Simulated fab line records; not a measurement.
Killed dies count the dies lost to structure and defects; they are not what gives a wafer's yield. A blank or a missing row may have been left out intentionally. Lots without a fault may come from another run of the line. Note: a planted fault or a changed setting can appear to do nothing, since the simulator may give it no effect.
fab line records -- flow n5_finfet
[record] lots = 11, wafers = 29, last_day = 17
route steps=1938 shown SD_EPI_P@329 ILD0@335 SDB@349 BEOL_M4@1111 PASSIVATION@1936
lots that met no fault: taken from a fault-free run of the same line
start_h: start of the lot's first displayed wafer, in hours after the record's first day -- wait_h: hours elapsed since this lot's preceding step -- " the same as in the row above -- L1.1+2: a row that stands for several wafers -- - either no value or no given start -- * or withheld: withheld -- < > ~ a bound
route shown NAME@n: names a module that has steps shown in the file, with the first one's number in the route -- usual: average and standard deviation across the fault-free wafers -- same: alike in all rows -- chamber/n: place in a boat -- sites: per-site readings -- _std_site: standard deviation across them -- _edge_site: outer sites' mean less inner sites' -- radius_mm: how far each site lies from the wafer's centre -- mask NAME#n: copy n -- behind: the last tool/chamber to shape the wafer -- hold: cause of the lot's hold/its duration in hours/its outcome -- device: transistor that didn't switch, given as n, p or np -- end of line: the tests these same wafers got at the end of their route -- a step given without rows: its recipe and nothing more -- killed: at the first sort, the dies lost to defects and structure; wafer yield is something else -- map: the dies of a wafer, with x for killed, . for not killed, _ for no die there
set.NAME: the run value of the setting; set.NAME@STEP: its run value at that earlier step -- model.NAME: the simulator's own value behind a step, which no gauge read
route steps across a sampled set of lots; one table per step, one row per wafer
services: when a tool's chamber went out of use (start_h, in hours from the record's first day, below 0 if earlier), for how many hours, and the reason
[[steps]]
[step N5_SD_EPI_P_INSPECT_26]
[recipe] inspect_instrument = darkfield, mode = post_epi
[usual] raw_defect_count = 178/33
lot.wafer,tool,chamber,start_h,wait_h,raw_defect_count
L177.1,defect_inspect-01,-,63.75,0.0,199
L177.4,defect_inspect-01,-,63.75,0.0,157
L180.1,defect_inspect-02,-,83.68,0.0,194
L180.3,defect_inspect-02,-,83.68,0.0,185
L180.4,defect_inspect-02,-,83.68,0.0,178
L181.2,defect_inspect-02,-,86.92,0.0,234
L181.3,defect_inspect-02,-,86.92,0.0,183
L181.6,defect_inspect-02,-,86.92,0.0,162
L182.1,defect_inspect-01,-,93.13,0.0,182
L182.3,defect_inspect-01,-,93.13,0.0,167
L182.6,defect_inspect-01,-,93.13,0.0,191
L183.4,defect_inspect-01,-,100.26,0.0,277
L183.5,defect_inspect-01,-,100.26,0.0,164
L186.1,defect_inspect-02,-,118.26,0.0,190
L186.3,defect_inspect-02,-,118.26,0.0,187
L186.4,defect_inspect-02,-,118.26,0.0,178
L187.1,defect_inspect-02,-,123.58,0.0,189
L187.3,defect_inspect-02,-,123.58,0.0,133
L187.5,defect_inspect-02,-,123.58,0.0,158
L191.1,defect_inspect-01,-,148.67,0.0,117
L191.3,defect_inspect-01,-,148.67,0.0,195
L194.1,defect_inspect-02,-,166.76,0.0,161
L194.3,defect_inspect-02,-,166.76,0.0,181
L195.2,defect_inspect-01,-,174.48,0.0,176
L195.4,defect_inspect-01,-,174.48,0.0,244
L195.5,defect_inspect-01,-,174.48,0.0,189
L199.4,defect_inspect-01,-,198.39,0.0,180
L199.5,defect_inspect-01,-,198.39,0.0,156
L199.6,defect_inspect-01,-,198.39,0.0,144
[step N5_ILD0_LINER_00]
[recipe] material = SiNx, target_thk_a = 40, temp_c = 400, ald_precursor_family = SiH2I2, ald_co_reactant = N2/H2-plasma, pulse_time_s = 1, purge_time_s = 2, co_reactant_purge_time_s = 2, ald_cycles = 80, pressure_torr = 2
[usual] heater_power_w = 829/89, precursor_pulse_height_rel = 0.999/0.019
[same] pulse_time_s = 1
lot.wafer,tool,chamber,start_h,wait_h,heater_power_w,precursor_pulse_height_rel
L177.1,ald_sin-01,3,64.75,0.3,1003,1.007
L177.4,ald_sin-01,0,64.75,0.3,791,0.980
L180.1,ald_sin-03,2,84.47,0.0,844,1.000
L180.3,ald_sin-03,0,84.47,0.0,962,0.991
L180.4,ald_sin-03,1,84.47,0.0,651,0.989
L181.2,ald_sin-02,0,87.87,0.0,780,1.017
L181.3,ald_sin-02,3,87.87,0.0,754,0.992
L181.6,ald_sin-02,0,87.87,0.0,759,1.009
L182.1,ald_sin-03,0,94.84,1.0,988,1.003
L182.3,ald_sin-03,3,94.84,1.0,912,1.014
L182.6,ald_sin-03,3,94.84,1.0,932,1.008
L183.4,ald_sin-03,1,101.12,0.1,671,1.031
L183.5,ald_sin-03,3,101.12,0.1,915,0.995
L186.1,ald_sin-01,0,119.05,0.0,741,0.980
L186.3,ald_sin-01,3,119.05,0.0,967,1.001
L186.4,ald_sin-01,1,119.05,0.0,827,0.963
L187.1,ald_sin-02,0,124.38,0.0,783,1.001
L187.3,ald_sin-02,1,124.38,0.0,770,1.007
L187.5,ald_sin-02,1,124.38,0.0,803,0.999
L191.1,ald_sin-01,2,149.47,0.0,728,0.998
L191.3,ald_sin-01,0,149.47,0.0,750,0.989
L194.1,ald_sin-01,0,167.64,0.1,763,0.990
L194.3,ald_sin-01,2,167.64,0.1,743,0.978
L195.2,ald_sin-02,3,175.26,0.0,760,0.983
L195.4,ald_sin-02,2,175.26,0.0,794,0.953
L195.5,ald_sin-02,2,175.26,0.0,809,1.012
L199.4,ald_sin-03,3,199.18,0.0,865,1.013
L199.5,ald_sin-03,3,199.18,0.0,827,0.987
L199.6,ald_sin-03,0,199.18,0.0,955,1.000
[step N5_SDB_COAT_04]
[recipe] resist = SiARC, temp_c = 220, time_s = 60, spin_rpm = 1500, resist_thk_nm = 18
[usual] heater_power_total_W = 427.7/2.2, run_length_s = 66.22/0.2
lot.wafer,tool,chamber,start_h,wait_h,heater_power_total_W,run_length_s
L177.1,litho_track-03,0,71.10,-,428.3,66.30
L177.4,litho_track-03,0,71.10,-,426.0,65.93
L180.1,litho_track-02,0,90.83,-,430.8,66.25
L180.3,litho_track-02,0,90.83,-,430.5,66.19
L180.4,litho_track-02,0,90.83,-,429.5,66.35
L181.2,litho_track-04,0,94.85,-,429.8,66.47
L181.3,litho_track-04,0,94.85,-,424.2,66.41
L181.6,litho_track-04,0,94.85,-,425.4,66.34
L182.1,litho_track-02,0,101.97,-,426.4,66.36
L182.3,litho_track-02,0,101.97,-,429.7,66.20
L182.6,litho_track-02,0,101.97,-,427.4,66.55
L183.4,litho_track-02,0,107.47,-,429.8,66.32
L183.5,litho_track-02,0,107.47,-,425.5,66.20
L186.1,litho_track-03,0,125.55,-,430.3,65.96
L186.3,litho_track-03,0,125.55,-,429.5,65.92
L186.4,litho_track-03,0,125.55,-,430.6,65.95
L187.1,litho_track-02,0,132.18,-,427.2,66.38
L187.3,litho_track-02,0,132.18,-,428.1,66.48
L187.5,litho_track-02,0,132.18,-,430.7,66.19
L191.1,litho_track-02,0,155.96,-,477.6,56.73
L191.3,litho_track-02,0,155.96,-,428.1,66.28
L194.1,litho_track-02,0,174.41,-,477.0,56.85
L194.3,litho_track-02,0,174.41,-,424.2,66.29
L195.2,litho_track-02,0,181.73,-,430.0,66.29
L195.4,litho_track-02,0,181.73,-,476.3,56.65
L195.5,litho_track-02,0,181.73,-,425.5,66.37
L199.4,litho_track-04,0,205.55,-,425.1,66.59
L199.5,litho_track-04,0,205.55,-,430.6,66.30
L199.6,litho_track-04,0,205.55,-,427.6,66.41
[step N5_SDB_INSPECT_13]
[recipe] mode = adi, inspect_instrument = brightfield
[usual] raw_defect_count = 71/29
lot.wafer,tool,chamber,start_h,wait_h,raw_defect_count
L177.1,defect_inspect-01,-,71.53,0.0,69
L177.4,defect_inspect-01,-,71.53,0.0,98
L180.1,defect_inspect-02,-,91.12,0.0,69
L180.3,defect_inspect-02,-,91.12,0.0,55
L180.4,defect_inspect-02,-,91.12,0.0,40
L181.2,defect_inspect-02,-,95.28,0.0,90
L181.3,defect_inspect-02,-,95.28,0.0,88
L181.6,defect_inspect-02,-,95.28,0.0,65
L182.1,defect_inspect-01,-,102.40,0.0,62
L182.3,defect_inspect-01,-,102.40,0.0,66
L182.6,defect_inspect-01,-,102.40,0.0,75
L183.4,defect_inspect-01,-,107.76,0.0,133
L183.5,defect_inspect-01,-,107.76,0.0,91
L186.1,defect_inspect-02,-,125.97,0.0,52
L186.3,defect_inspect-02,-,125.97,0.0,48
L186.4,defect_inspect-02,-,125.97,0.0,74
L187.1,defect_inspect-01,-,132.60,0.0,109
L187.3,defect_inspect-01,-,132.60,0.0,106
L187.5,defect_inspect-01,-,132.60,0.0,133
L191.1,defect_inspect-01,-,156.38,0.0,53
L191.3,defect_inspect-01,-,156.38,0.0,55
L194.1,defect_inspect-01,-,174.70,0.0,92
L194.3,defect_inspect-01,-,174.70,0.0,59
L195.2,defect_inspect-01,-,182.02,0.0,24
L195.4,defect_inspect-01,-,182.02,0.0,84
L195.5,defect_inspect-01,-,182.02,0.0,59
L199.4,defect_inspect-01,-,205.88,0.0,57
L199.5,defect_inspect-01,-,205.88,0.0,117
L199.6,defect_inspect-01,-,205.88,0.0,25
[step N5_BEOL_M4_RC_MEAS_101]
[usual] DIBL_N = 36.6/2.3, DIBL_P = 36.3/2.8, IOFF_N = 0.17/0.047, IOFF_P = 0.22/0.048, ION_N = 676/14, ION_P = 463/9.4, SS_N = 71.6/0.84, SS_P = 73.4/0.85, VT_N = 249/3.7, VT_P = -249/3.6
lot.wafer,tool,chamber,start_h,wait_h,DIBL_N[mV/V],DIBL_P[mV/V],IOFF_N[nA/um],IOFF_P[nA/um],ION_N[uA/um],ION_P[uA/um],SS_N[mV/dec],SS_P[mV/dec],VT_N[mV],VT_P[mV]
L177.1,prober-01,0,179.42,0.0,36.9,36.2,0.16,0.22,660,461,71.9,73.2,249,-249
L177.4,prober-01,0,179.42,0.0,35.2,33.8,0.14,0.19,671,462,71.6,72.3,254,-254
L180.1,prober-02,0,188.09,0.0,36.2,36.8,0.14,0.19,661,457,70.4,74.2,252,-254
L180.3,prober-02,0,188.09,0.0,36.8,38.0,0.16,0.21,674,462,71.6,73.8,249,-251
L180.4,prober-02,0,188.09,0.0,40.1,39.1,0.21,0.23,681,452,71.8,74.6,246,-253
L181.2,prober-02,0,196.44,0.2,36.7,35.6,0.17,0.20,669,450,71.4,73.6,249,-253
L181.3,prober-02,0,196.44,0.2,36.6,36.1,0.17,0.21,667,458,71.7,72.8,250,-249
L181.6,prober-02,0,196.44,0.2,37.7,37.9,0.21,0.23,677,460,72.2,74.1,247,-251
L182.1,prober-02,0,204.35,0.0,34.6,32.4,0.12,0.14,672,458,71.3,72.5,255,-256
L182.3,prober-02,0,204.35,0.0,39.8,40.0,0.20,0.24,696,465,72.4,74.5,250,-250
L182.6,prober-02,0,204.35,0.0,39.2,39.3,0.18,0.23,694,469,72.4,74.1,248,-251
L183.4,prober-01,0,206.33,0.5,34.9,34.5,0.15,0.22,683,473,70.9,72.8,246,-246
L183.5,prober-01,0,206.33,0.5,33.2,32.8,0.12,0.19,672,470,70.8,72.7,253,-249
L186.1,prober-01,0,228.44,0.0,36.1,36.6,0.14,0.20,670,461,70.8,73.4,250,-250
L186.3,prober-01,0,228.44,0.0,32.4,30.0,0.09,0.12,662,453,70.4,71.4,257,-257
L186.4,prober-01,0,228.44,0.0,36.0,36.9,0.15,0.21,692,468,70.9,72.8,249,-250
L187.1,prober-02,0,228.71,0.0,36.1,35.7,0.15,0.18,656,448,71.1,72.7,253,-253
L187.3,prober-02,0,228.71,0.0,36.9,35.5,0.17,0.18,689,466,71.6,73.2,248,-249
L187.5,prober-02,0,228.71,0.0,37.1,34.7,0.17,0.16,647,437,73.2,72.6,253,-255
L191.1,prober-02,0,261.46,0.0,37.7,38.0,0.21,0.27,713,486,71.9,74.5,244,-244
L191.3,prober-02,0,261.46,0.0,37.2,36.0,0.18,0.24,679,466,72.1,72.7,249,-247
L194.1,prober-01,0,273.59,0.0,35.1,35.4,0.14,0.19,683,471,70.4,72.8,249,-252
L194.3,prober-01,0,273.59,0.0,33.5,33.8,0.12,0.17,658,456,70.8,71.8,251,-252
L195.2,prober-01,0,287.18,0.2,36.6,38.3,0.16,0.25,679,473,73.0,73.3,248,-247
L195.4,prober-01,0,287.18,0.2,34.8,35.2,0.13,0.19,661,459,71.9,73.0,253,-253
L195.5,prober-01,0,287.18,0.2,35.4,37.6,0.15,0.23,681,470,71.8,74.2,251,-247
L199.4,prober-02,0,310.46,0.5,39.1,40.3,0.23,0.30,704,479,72.8,74.6,243,-245
L199.5,prober-02,0,310.46,0.5,33.5,33.6,0.14,0.18,688,474,71.2,73.0,248,-249
L199.6,prober-02,0,310.46,0.5,38.9,37.9,0.22,0.25,683,468,72.8,73.7,246,-244
[step N5_PASSIVATION_PROBE_49]
[usual] defect_limited_yield = 91.5/1.5, killed_at_M0_to_M3 = 33/9.9, killed_at_M4_up = 14/5.2, killed_at_contacts = 11/5.2, killed_at_front_end = 38/10, killed_at_other = 4/3.5, killed_dies = 100/18, killed_open = 66/14, killed_short = 32/6.9, sort_bin_5_function = 5.0/1, sort_bin_6_memory = 3.1/0.69, sort_bin_8_speed = 0.03/0.26, sort_n_pass = 1080/18, sort_yield_pct = 91.5/1.5
[same] gross_dies = 1180, killed_at_back_side = 0, sort_bin_4_leakage[%] = 0
lot.wafer,tool,chamber,start_h,wait_h,defect_limited_yield[%],killed_at_M0_to_M3,killed_at_M4_up,killed_at_contacts,killed_at_front_end,killed_at_other,killed_dies,killed_open,killed_short,sort_bin_5_function[%],sort_bin_6_memory[%],sort_bin_8_speed[%],sort_n_pass,sort_yield_pct[%]
L186.1,prober-01,-,347.04,0.0,89.7,29,12,25,53,2,121,85,35,6.1,3.7,0,1059,89.7
L186.3,prober-01,-,347.14,0.1,90.0,37,11,20,48,2,118,75,43,6.1,3.5,0,1062,90.0
L186.4,prober-01,-,347.19,0.2,88.3,38,17,16,66,1,138,82,48,6.4,4.0,0,1042,88.3
L191.1,prober-01,-,375.05,0.0,90.6,29,14,20,44,4,111,75,35,6.6,2.4,0,1069,90.6
L191.3,prober-01,-,375.15,0.1,88.1,32,16,16,70,7,141,95,38,6.9,3.9,0,1039,88.1
// killed by level:class
L186.1 MOL_CONTACT_COAG:geometric_particle:open=21 STI_FIN_REVEAL:geometric_particle:open=14 BEOL_M3:geometric_particle:open=8 GATE_CUT:geometric_particle:open=6 BEOL_M0_SAQP:geometric_particle:open=6 FIN_SAQP:geometric_particle:open=5 FIN_SAQP:geometric_particle:short=5 DUMMY_GATE:geometric_particle:open=5
L186.3 STI_FIN_REVEAL:geometric_particle:open=18 MOL_CONTACT_COAG:geometric_particle:open=14 BEOL_M0_SAQP:geometric_particle:short=11 BEOL_M1:geometric_particle:open=11 BEOL_M0_SAQP:geometric_particle:open=10 STI_FIN_REVEAL:geometric_particle:short=7 MOL_CONTACT_COAG:geometric_particle:short=6 FIN_SAQP:geometric_particle:short=5
L186.4 FIN_SAQP:geometric_particle:open=18 FIN_SAQP:geometric_particle:short=16 MOL_CONTACT_COAG:geometric_particle:open=13 BEOL_M3:geometric_particle:open=13 STI_FIN_REVEAL:geometric_particle:open=8 GATE_CUT:geometric_particle:short=6 BEOL_M2:geometric_particle:open=6 BEOL_M3:geometric_particle:short=6
L191.1 FIN_SAQP:geometric_particle:open=19 MOL_CONTACT_COAG:geometric_particle:open=18 FIN_SAQP:geometric_particle:short=9 BEOL_M0_SAQP:geometric_particle:open=9 BEOL_M0_SAQP:geometric_particle:short=7 BEOL_M3:geometric_particle:open=6 BEOL_M5:geometric_particle:open=6 STI_FIN_REVEAL:geometric_particle:open=3
L191.3 STI_FIN_REVEAL:geometric_particle:open=23 FIN_SAQP:geometric_particle:open=16 MOL_CONTACT_COAG:geometric_particle:open=12 BEOL_M0_SAQP:geometric_particle:short=9 BEOL_M0_SAQP:geometric_particle:open=9 FIN_SAQP:geometric_particle:short=8 HKMG_FIN:area_etch=8 BEOL_M5:geometric_particle:open=6
[[services]]
tool,chamber,start_h,hours,kind
ald_sin-03,2,41.82,1.9,repair
ald_sin-02,1,51.97,20.2,repair
litho_track-02,-,64.53,-,consumable_replace:filter
ald_sin-03,0,78.90,2.7,repair
ald_sin-01,-,87.93,14.0,pm
ald_sin-01,0,87.93,14.0,vent_cycle
ald_sin-01,1,87.93,14.0,vent_cycle
ald_sin-01,2,87.93,14.0,vent_cycle
ald_sin-01,3,87.93,14.0,vent_cycle
ald_sin-01,0,101.93,-,clean
ald_sin-01,1,101.93,-,clean
ald_sin-01,2,101.93,-,clean
ald_sin-02,-,107.27,6.0,pm
ald_sin-01,0,130.86,4.6,repair
ald_sin-03,0,136.85,2.9,repair
ald_sin-03,1,174.75,4.0,repair
ald_sin-03,-,178.04,14.0,pm
ald_sin-03,0,178.04,14.0,vent_cycle
ald_sin-03,2,178.04,14.0,vent_cycle
ald_sin-03,3,178.04,14.0,vent_cycle
ald_sin-03,0,192.04,-,clean
ald_sin-03,1,192.04,-,clean
ald_sin-03,2,192.04,-,clean
ald_sin-03,3,192.04,-,clean
[[key]]
[first_sign] step = N5_SDB_COAT_04, reading = run_length_s, direction = down, sigmas = 48, usual = *, struck = *
[effect] step = N5_SDB_COAT_04, reading = heater_power_total_W, direction = up, sigmas = 22, usual = *, struck = *
met_at N5_SDB_COAT_04
struck_lots L191,L194,L195
struck_wafers L191.1,L194.1,L195.4
not_acting_at N5_SD_EPI_P_INSPECT_26,N5_ILD0_LINER_00,N5_SDB_INSPECT_13
onset_between 132.18 155.96
[fault] kind = process_parameter_drift, tool = litho_track-02, chamber = -, onset_h = 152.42, steps = N5_SDB_COAT_04, channel = time_s, offset = *, shape = step, end_h = 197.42, scope = struck_wafers_only, acts_in = *, stated = *
